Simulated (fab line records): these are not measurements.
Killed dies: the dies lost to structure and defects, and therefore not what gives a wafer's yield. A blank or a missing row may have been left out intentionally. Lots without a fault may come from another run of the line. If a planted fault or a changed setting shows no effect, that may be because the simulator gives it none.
A lot that was struck, set against a sound lot :: flow nand_harc :: 40 out of 1302 route steps
Sound: wafers L854.2, L854.4, L854.6. The struck wafers were L864.4, L864.5, L864.6. The cause is named last.
Order at every step that has rows: each side's tool, ch and its chambers, its first start. Under that, the readings that differ: sound wafers :: struck wafers :: difference of the means :: sigmas: that difference in standard deviations of wafers without a fault.
alike: same words and numbers on both sides, and readings whose means sit less than 2 such deviations apart. not compared: any withheld reading, any reading some wafer has no value for, any bound like >300 that may hide the same value, and any number with overlapping values for which the record gives no deviation.
Wherever a step has rows on one side only, a row that says differs or no value, or a row with sigmas, the two part there. Numbers that have no deviation but don't overlap get no sigmas and don't part them. A reading missing from all wafers of one side parts the sides only when that side holds two or more wafers.

NHARC_P_CONTACT_OVL_MEAS_13:
  struck on overlay-01, day 12 17:54; sound on overlay-01, day 8 12:40
reading: overlay_x_nm (nm)
sound: -0.4 -1.4 -0.9
struck: 1.6 2.0 1.7
difference: +2.7
sigmas: +3
  alike: overlay_y_nm
NHARC_P_CONTACT_INSPECT_14:
  struck on defect_inspect-01, day 12 17:56; sound on defect_inspect-01, day 8 12:42
  alike: raw_defect_count
then, 6 steps without rows for these wafers: NHARC_P_CONTACT_DESCUM_17 (chemistry O2, time 3 s); NHARC_P_CONTACT_ETCH_35 (etches the open film in CF4, target depth 39 nm, time 65 s); NHARC_P_CONTACT_ETCH_36 (etches the open film in N2/H2, target depth 260 nm, time 406.25 s); NHARC_P_CONTACT_ETCH_18 (etches the open film in C4F8/O2/Ar, target depth 481 nm, time 240.5 s); NHARC_P_CONTACT_STRIP_37 (strips in C4F8/O2/Ar); NHARC_P_CONTACT_ETCH_31 (etches the open film in CH3F/O2, target depth 30 nm, time 85.7 s).
NHARC_P_CONTACT_CD_MEAS_19:
  struck on cd_sem-02, day 12 19:01; sound on cd_sem-01, day 8 13:38
  alike: cd_nm
then, 3 steps without rows for these wafers: NHARC_P_CONTACT_STRIP_28 (strips in O2); NHARC_P_CONTACT_STRIP_29 (strips in post etch residue remover, time 1200 s); NHARC_P_CONTACT_DEGAS_38 (time 60 s).
NHARC_P_CONTACT_PRE_CLEAN_39: time 19.5 s.
  struck on pvd_sputter-03, day 12 19:49; sound on pvd_sputter-03, day 8 14:25
then, 15 steps without rows for these wafers: NHARC_P_CONTACT_PVD_32 (deposits Ti, target thk 5 nm, time 17.7 s); NHARC_P_CONTACT_ALD_22 (deposits TiN, target thk 3 nm, pulse time 1 s, ald cycles 150); NHARC_P_CONTACT_CVD_23 (deposits W, target thk 200 nm, time 557 s); NHARC_P_CONTACT_CMP_24 (polishes, t overpolish 30 s, target thk 200 nm); NHARC_P_CONTACT_SRD_26; NHARC_P_M0_DEP_00 (deposits SiOC, target thk 150 nm); NHARC_P_M0_DEHYDRATE_01 (time 120 s); NHARC_P_M0_HMDS_02 (time 30 s); NHARC_P_M0_COAT_33 (time 65 s); NHARC_P_M0_COAT_03 (resist thk 90 nm); NHARC_P_M0_SOFTBAKE_04 (time 55 s); NHARC_P_M0_EBR_05; NHARC_P_M0_EXPOSE_06 (exposes mask P M0, target cd 90 nm); NHARC_P_M0_PEB_07 (peb time 65 s); NHARC_P_M0_DEVELOP_08 (develop time 35 s).
NHARC_P_M0_CD_MEAS_09 targets a cd of 90 nm.
  sound on cd_sem-02 ch 0, day 8 16:37; struck on cd_sem-02 ch 0, day 12 22:01
  alike: cd_nm
NHARC_P_M0_OVL_MEAS_10: pitch 180 nm.
  struck on overlay-01, day 12 22:06; sound on overlay-02, day 8 16:42
  alike: overlay_x_nm, overlay_y_nm
then, 1 step without rows for these wafers: NHARC_P_M0_DESCUM_14 (chemistry O2, time 3 s).
NHARC_P_M0_ETCH_34: etches the open film in N2/H2, target depth 40 nm, overetch 12 nm, time 43.94 s.
  sound on rie_diel-07 ch 0,1, day 8 16:53; struck on rie_diel-07 ch 2,3, day 12 22:17
  alike: drypump_motor_current_A, mfc_ar_sccm, oes_product_au, rf_vpp_V, showerhead_plenum_p_Torr, throttle_valve_pct
  not compared: rf_hours_counter_h
NHARC_P_M0_ETCH_15: etches the open film in C4F8/Ar, target depth 150 nm, overetch 15 nm, time 82.5 s.
  sound: rie_diel-07 ch 1,2; struck: rie_diel-07 ch 1,2,3
  alike: oes_product_au, rf_vpp_V
  not compared: rf_hours_counter_h
NHARC_P_M0_CD_MEAS_16:
  struck on cd_sem-01, day 12 22:30; sound on cd_sem-02, day 8 17:06
  alike: cd_nm
NHARC_P_M0_STRIP_18: strips in N2/H2.
  sound on rie_diel-07 ch 2,3, day 8 17:12; struck on rie_diel-07 ch 0,2,3, day 12 22:38
  alike: drypump_motor_current_A, mfc_ar_sccm, oes_product_au, rf_vpp_V, showerhead_plenum_p_Torr, throttle_valve_pct
  not compared: rf_hours_counter_h
then, 2 steps without rows for these wafers: NHARC_P_M0_STRIP_19 (strips in post etch residue remover, time 600 s); NHARC_P_M0_DEGAS_28 (time 60 s).
NHARC_P_M0_PRE_CLEAN_29: time 30 s.
  sound on pvd_sputter-01; struck on pvd_sputter-03
reading: heater_power_w (W)
sound: 316 419 424
struck: 510 462 507
difference: +107
sigmas: +2
NHARC_P_M0_PVD_20: deposits TaN, target thk 5 nm, time 8.06 s.
  sound on pvd_sputter-01; struck on pvd_sputter-03
  alike: substrate_temp_c, throttle_valve_pct
-- record jumps: 18 days between struck wafers' starts before vs after; left off in module P_M0, resumes in module END, first step shown is number 1302 of the route --
NHARC_END_SORT_01:
  here the record holds rows for the struck wafers (prober-02 ch 0, day 30 22:28) but none for the sound ones

== WHERE THEY PART ==
First at NHARC_P_CONTACT_OVL_MEAS_13; last, within this record, at NHARC_END_SORT_01.

WHY: what had been put in by the simulator
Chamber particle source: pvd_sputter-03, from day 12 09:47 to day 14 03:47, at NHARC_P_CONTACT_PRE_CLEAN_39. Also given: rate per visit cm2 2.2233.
